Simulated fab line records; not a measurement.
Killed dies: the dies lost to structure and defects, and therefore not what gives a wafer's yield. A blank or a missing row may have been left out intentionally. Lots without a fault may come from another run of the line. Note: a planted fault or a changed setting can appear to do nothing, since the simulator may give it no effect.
Which tool was responsible?	flow nandHarc	12 lots, 36 wafers sampled, at 4 steps of a route of 1159

== WHAT THE GAUGES READ, wafer by wafer ==
NHARC_END_SORT_01.
lot	measured	on	defectLimitedYield (%)	killedAtArray	killedAtOther	killedAtPeriphery	killedDies	killedOpen	killedShort	sort_bin_2_pct (%)	sort_bin_3_pct (%)	sort_bin_4_pct (%)	sortNPass	sortRimYieldPct (%)	sortYieldPct (%)
L767	day 19 12:32	prober-02	95.4 96.9 97.2	24 18 14	0 0 0	7 3 5	31 21 19	4 1 2	2 2 3	1.0 1.3 0.9	0.44 0.15 0.15	3.1 1.6 1.8	646 656 658	98.1 93.4 96.2	95.4 96.9 97.2
L768	day 20 04:19	prober-02	97.6 97.0 97.3	13 13 11	0 0 1	3 7 6	16 20 18	1 4 4	3 1 3	1.3 0.6 0.4	0 0.30 0.15	1.0 2.1 2.1	661 657 659	97.2 95.3 100.0	97.6 97.0 97.3
L769	day 19 22:02	prober-02	96.9 96.8 95.1	19 14 31	1 0 0	1 8 2	21 22 33	7 5 5	1 1 1	0.9 1.5 1.8	0 0.30 0.30	2.2 1.5 2.8	656 655 644	97.2 98.1 98.1	96.9 96.8 95.1
L770	day 20 00:45	prober-01	94.8 94.4 94.7	30 32 30	0 0 0	5 6 6	35 38 36	3 4 5	2 3 2	1.6 2.1 1.5	0.44 0.15 0.30	3.1 3.4 3.5	642 639 641	95.3 95.3 96.2	94.8 94.4 94.7
L775	day 20 21:56	prober-02	95.9 95.9 95.4	21 19 21	3 2 0	4 7 10	28 28 31	5 2 2	1 0 2	1.3 1.8 1.5	0.30 0.15 0.15	2.5 2.2 3.0	649 649 646	97.2 98.1 93.4	95.9 95.9 95.4
L773	day 21 09:24	prober-02	93.9 93.4 94.8	39 44 34	0 0 0	2 1 1	41 45 35	1 4 5	2 3 2	2.7 1.0 1.5	0.30 0.59 0.30	3.1 5.0 3.4	636 632 642	100.0 96.2 90.6	93.9 93.4 94.8
L778	day 21 09:26	prober-01	96.5 95.3 94.8	23 24 28	0 0 0	1 8 7	24 32 35	1 4 9	2 1 3	1.6 1.5 1.8	0.15 0 0.30	1.8 3.2 3.1	653 645 642	94.3 95.3 98.1	96.5 95.3 94.8
L777	day 21 19:40	prober-01	95.3 94.7 94.8	24 28 29	0 0 0	8 8 6	32 36 35	5 2 5	2 1 3	1.6 2.4 1.2	0.44 0 0.30	2.7 3.0 3.7	645 641 642	91.5 93.4 97.2	95.3 94.7 94.8
L784	day 23 15:55	prober-01	93.8 92.2 92.5	38 51 49	1 0 0	3 2 2	42 53 51	6 5 3	1 0 1	2.2 2.2 1.9	0.44 0.30 0.15	3.5 5.3 5.5	635 624 626	97.2 92.5 93.4	93.8 92.2 92.5
L785	day 23 23:44	prober-01	0 0 0	42 41 52	0 0 0	635 636 625	677 677 677	3 4 2	1 2 4	96.2 94.8 94.7	0.44 0.30 0	3.4 4.9 5.3	0 0 0	0 0 0	0 0 0
L786	day 23 21:43	prober-02	0 0 0	23 18 26	2 2 3	652 657 648	677 677 677	4 5 0	2 2 7	97.3 97.2 96.5	0 0.44 0.30	2.7 2.4 3.2	0 0 0	0 0 0	0 0 0
L787	day 24 06:23	prober-02	0 0 0	53 52 40	1 0 1	623 625 636	677 677 677	1 2 2	4 2 0	93.8 95.1 95.9	0.15 0.74 0.74	6.1 4.1 3.4	0 0 0	0 0 0	0 0 0

== EACH LOT AND THE TOOL THAT RAN IT (in order: tool; ch and the chambers of the sampled wafers; start) ==
lot	NHARC_P_BONDPAD_DESCUM_11	NHARC_P_BONDPAD_ETCH_24	NHARC_P_BONDPAD_CMP_19
L767	rieDiel-04 ch 0,1,2, day 6 05:47	rieDiel-01 ch 0,3, day 6 06:19	cmp-03 ch 0,2,3, day 6 07:47
L768	rieDiel-01 ch 0,1,2, day 7 02:48	rieDiel-01 ch 0,1,2, day 7 03:21	cmp-03 ch 0,1,3, day 7 04:50
L769	rieDiel-07 ch 0,1,2, day 7 03:44	rieDiel-04 ch 0,3, day 7 04:20	cmp-02 ch 0,1,2, day 7 05:55
L770	rieDiel-01 ch 0,2,3, day 7 04:15	rieDiel-01 ch 2,3, day 7 04:47	cmp-02 ch 1,3, day 7 06:18
L775	rieDiel-01 ch 0,1, day 8 07:15	rieDiel-01 ch 1,2,3, day 8 07:49	cmp-03 ch 2,3, day 8 09:34
L773	rieDiel-01 ch 0,1,3, day 8 08:41	rieDiel-01 ch 1,2, day 8 09:18	cmp-02 ch 0,2,3, day 8 10:51
L778	rieDiel-04 ch 1,2,3, day 8 22:41	rieDiel-04 ch 0,2,3, day 8 23:31	cmp-02 ch 0,2,3, day 9 00:59
L777	rieDiel-04 ch 0,1,2, day 9 03:45	rieDiel-01 ch 0,1,2, day 9 04:33	cmp-01 ch 1,2, day 9 06:04
L784	rieDiel-01 ch 0,1,2, day 10 15:10	rieDiel-01 ch 0,1,2, day 10 15:42	cmp-03 ch 0,1,2, day 10 17:13
L785	rieDiel-01 ch 1,2,3, day 10 20:28	rieDiel-01 ch 0,2, day 10 20:59	cmp-02 ch 2,3, day 10 22:37
L786	rieDiel-01 ch 0,3, day 10 23:54	rieDiel-01 ch 2,3, day 11 00:26	cmp-01 ch 0,2, day 11 01:58
L787	rieDiel-01 ch 0,1,3, day 11 09:44	rieDiel-01 ch 0,2,3, day 11 10:16	cmp-01 ch 0,1,2, day 11 11:49
- NHARC_P_BONDPAD_DESCUM_11: chemistry O2, time 3 s.
- NHARC_P_BONDPAD_ETCH_24: etches the open film in CF4/N2, target depth 30 nm, time 72.99 s.
- NHARC_P_BONDPAD_CMP_19: polishes, t overpolish 30 s, cu recess touch 16 s, target thk 160.81 nm.

== WHAT THE TOOLS THEMSELVES READ (means of the sampled wafers that have a number; where no wafer has one, the mark that the record gives instead) ==
NHARC_P_BONDPAD_DESCUM_11.
lot	tool	drypumpMotorCurrentA (A)	oesProductAu (a.u.)	rfVppV (V)	showerheadPlenumPTorr (Torr)	throttleValvePct (%)
L767	rieDiel-04	6.0	0.999	57.8	1.91	11.318
L768	rieDiel-01	5.7	1.003	57.0	1.91	11.303
L769	rieDiel-07	5.4	0.994	57.8	1.88	11.310
L770	rieDiel-01	5.5	0.996	58.2	1.91	11.313
L775	rieDiel-01	6.0	1.005	58.0	1.93	11.315
L773	rieDiel-01	5.8	0.998	58.3	1.98	11.309
L778	rieDiel-04	5.9	1.001	58.1	1.90	11.321
L777	rieDiel-04	6.0	1.002	58.0	1.90	11.305
L784	rieDiel-01	5.7	1.003	58.1	1.91	11.307
L785	rieDiel-01	5.6	1.000	58.1	1.96	11.309
L786	rieDiel-01	5.8	1.008	57.9	1.93	11.313
L787	rieDiel-01	5.8	1.011	57.9	1.98	11.312

NHARC_P_BONDPAD_ETCH_24.
lot	tool	drypumpMotorCurrentA (A)	oesProductAu (a.u.)	rfFwdPowerW (W)	rfVppV (V)	showerheadPlenumPTorr (Torr)	throttleValvePct (%)
L767	rieDiel-01	5.7	1.002	299.5	314.0	2.65	19.789
L768	rieDiel-01	5.7	1.006	297.5	313.7	2.63	19.798
L769	rieDiel-04	6.2	0.998	298.0	314.6	2.72	19.801
L770	rieDiel-01	5.2	1.000	298.0	313.1	2.59	19.794
L775	rieDiel-01	5.5	0.994	297.4	315.0	2.69	19.792
L773	rieDiel-01	5.5	0.995	299.0	312.5	2.60	19.797
L778	rieDiel-04	6.0	0.990	297.4	314.5	2.68	19.785
L777	rieDiel-01	5.7	0.998	297.6	314.7	2.63	19.790
L784	rieDiel-01	5.7	1.014	296.6	313.7	2.62	19.801
L785	rieDiel-01	5.4	0.748	177.5	312.6	2.52	19.790
L786	rieDiel-01	5.4	0.741	178.3	315.0	2.68	19.797
L787	rieDiel-01	5.5	0.754	178.1	313.9	2.61	19.804

NHARC_P_BONDPAD_CMP_19.
lot	tool	motorCurrentA (A)	overpolishRunS (s)
L767	cmp-03	11.9	30.006
L768	cmp-03	11.5	30.002
L769	cmp-02	12.2	29.988
L770	cmp-02	11.0	30.005
L775	cmp-03	11.6	29.999
L773	cmp-02	12.2	29.992
L778	cmp-02	11.9	29.999
L777	cmp-01	11.6	30.001
L784	cmp-03	12.4	30.004
L785	cmp-02	11.9	30.000
L786	cmp-01	11.7	30.004
L787	cmp-01	11.5	29.991

== THE ANSWER, worked out from the rows above alone ==
Rule: usual is defined by the lots themselves. Put in order of their means at a reading, lots are off if they are a third of the lots or fewer, leave a main group of 4 or more, and stand apart from it by a gap of 3 or more times the standard deviation of the main group's means; of several such gaps the widest counts. The tables above print the reading to a certain number of digits; a main group whose means all agree to those digits is not used. A lot without any number at a reading at which 4 lots or more have one is off too. Where the step has rows for the other lots, those lots are counted as sound. The gauges are gone through in route order, then the tools' own readings, and for those a lot's mean is taken as printed above. The first step at which some lot is off is used, and at that step the reading that is off furthest; a lot without a number counts as furthest.
Off: L785, L786, L787, at NHARC_END_SORT_01 (killedAtPeriphery). The main group has a mean of 4.8 with a standard deviation of 1.9.
A tool fits if, at a process step before that reading, it ran every lot that is off, and no sound lot after the first of them. The gauges at NHARC_END_SORT_01 aren't tried: what is off there is off at NHARC_P_BONDPAD_ETCH_24 too, on other tools, and a gauge's error can't cause that. One fits: rieDiel-01 at NHARC_P_BONDPAD_DESCUM_11 and NHARC_P_BONDPAD_ETCH_24. At NHARC_P_BONDPAD_DESCUM_11 its last sound lot is L784 (day 10 15:10), its first lot that is off L785 (day 10 20:28): a fault that began between those two fits.

== WHAT THE SIMULATOR HAD INSERTED ==
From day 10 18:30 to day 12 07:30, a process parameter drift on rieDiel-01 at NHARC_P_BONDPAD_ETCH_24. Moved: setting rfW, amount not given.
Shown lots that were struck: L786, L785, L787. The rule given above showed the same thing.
